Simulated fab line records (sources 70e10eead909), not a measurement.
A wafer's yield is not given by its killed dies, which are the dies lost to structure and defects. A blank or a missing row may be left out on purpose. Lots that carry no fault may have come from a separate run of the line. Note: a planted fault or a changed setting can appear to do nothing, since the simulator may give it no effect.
Matching of chambers :: flow nand_harc :: wet_bench-08 running NHARC_THIN_TSV_PRECLEAN_41: 7 sister chambers
The step cleans in SC1. 14 wafers are shown with their chamber, then 7 later ones without.

WAFERS PAIRED WITH THEIR CHAMBERS
wafer: L401.1
chamber: 5
sc1_h2o2_end_mol_l: 0.3703
nh4oh_flow_mL_min: 28.47

wafer: L405.4
chamber: 4
sc1_h2o2_end_mol_l: 0.3685
nh4oh_flow_mL_min: 28.32

wafer: L405.6
chamber: 1
sc1_h2o2_end_mol_l: 0.3688
nh4oh_flow_mL_min: 28.48

wafer: L407.1
chamber: 4
sc1_h2o2_end_mol_l: 0.3687
nh4oh_flow_mL_min: 28.16

wafer: L407.3
chamber: 3
sc1_h2o2_end_mol_l: 0.3697
nh4oh_flow_mL_min: 28.35

wafer: L407.5
chamber: 0
sc1_h2o2_end_mol_l: 0.3701
nh4oh_flow_mL_min: 28.25

wafer: L408.1
chamber: 3
sc1_h2o2_end_mol_l: 0.3704
nh4oh_flow_mL_min: 28.25

wafer: L408.3
chamber: 5
sc1_h2o2_end_mol_l: 0.3696
nh4oh_flow_mL_min: 28.35

wafer: L409.1
chamber: 6
sc1_h2o2_end_mol_l: 0.3709
nh4oh_flow_mL_min: 28.33

wafer: L409.3
chamber: 1
sc1_h2o2_end_mol_l: 0.3699
nh4oh_flow_mL_min: 28.09

wafer: L409.5
chamber: 2
sc1_h2o2_end_mol_l: 0.3699
nh4oh_flow_mL_min: 28.38

wafer: L411.3
chamber: 6
sc1_h2o2_end_mol_l: 0.3708
nh4oh_flow_mL_min: 28.25

wafer: L411.4
chamber: 2
sc1_h2o2_end_mol_l: 0.3705
nh4oh_flow_mL_min: 28.53

wafer: L411.5
chamber: 0
sc1_h2o2_end_mol_l: 0.3702
nh4oh_flow_mL_min: 28.37

WAFERS WITH NO CHAMBER GIVEN
wafer: L414.1
sc1_h2o2_end_mol_l: 0.3692
nh4oh_flow_mL_min: 28.23

wafer: L414.2
sc1_h2o2_end_mol_l: 0.3702
nh4oh_flow_mL_min: 28.26

wafer: L414.4
sc1_h2o2_end_mol_l: 0.3694
nh4oh_flow_mL_min: 28.13

wafer: L421.1
sc1_h2o2_end_mol_l: 0.3701
nh4oh_flow_mL_min: 28.33

wafer: L421.5
sc1_h2o2_end_mol_l: 0.3693
nh4oh_flow_mL_min: 28.24

wafer: L424.2
sc1_h2o2_end_mol_l: 0.3698
nh4oh_flow_mL_min: 28.13

wafer: L424.6
sc1_h2o2_end_mol_l: 0.3696
nh4oh_flow_mL_min: 28.34

EACH ONE'S CHAMBER
wafer: L414.1
from the rows above: can't be placed: 1 or 4 or 3 or 5 or 0
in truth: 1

wafer: L414.2
from the rows above: can't be placed: 0 or 3 or 5 or 2 or 6 or 1
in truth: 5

wafer: L414.4
from the rows above: can't be placed: 1 or 3 or 4 or 0 or 5 or 2
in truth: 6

wafer: L421.1
from the rows above: can't be placed: 0 or 3 or 5 or 2 or 6 or 1
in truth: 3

wafer: L421.5
from the rows above: can't be placed: 1 or 4 or 3 or 5 or 0
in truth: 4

wafer: L424.2
from the rows above: can't be placed: 3 or 1 or 0 or 5 or 2 or 6 or 4
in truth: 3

wafer: L424.6
from the rows above: can't be placed: 1 or 5 or 3 or 0 or 2 or 4
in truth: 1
Correctly placed: 0 of 7. From these rows, 7 cannot be placed; in 6 the true chamber is one of the candidates. 0 placed wrongly.
How it was worked out, from the rows above alone: a wafer's distance from a chamber is the root of the sum, over the readings, of the square of ((its reading less the chamber's mean) divided by the reading's scatter). The wafer belongs to the nearest chamber; if the next one is less than 2 further off, it can't be placed. For every chamber, the mean is computed from those of its wafers that are shown. The scatter is the square root of a quotient: the sum, over the shown wafers, of each reading's squared deviation from its chamber's mean, divided by wafers minus chambers.
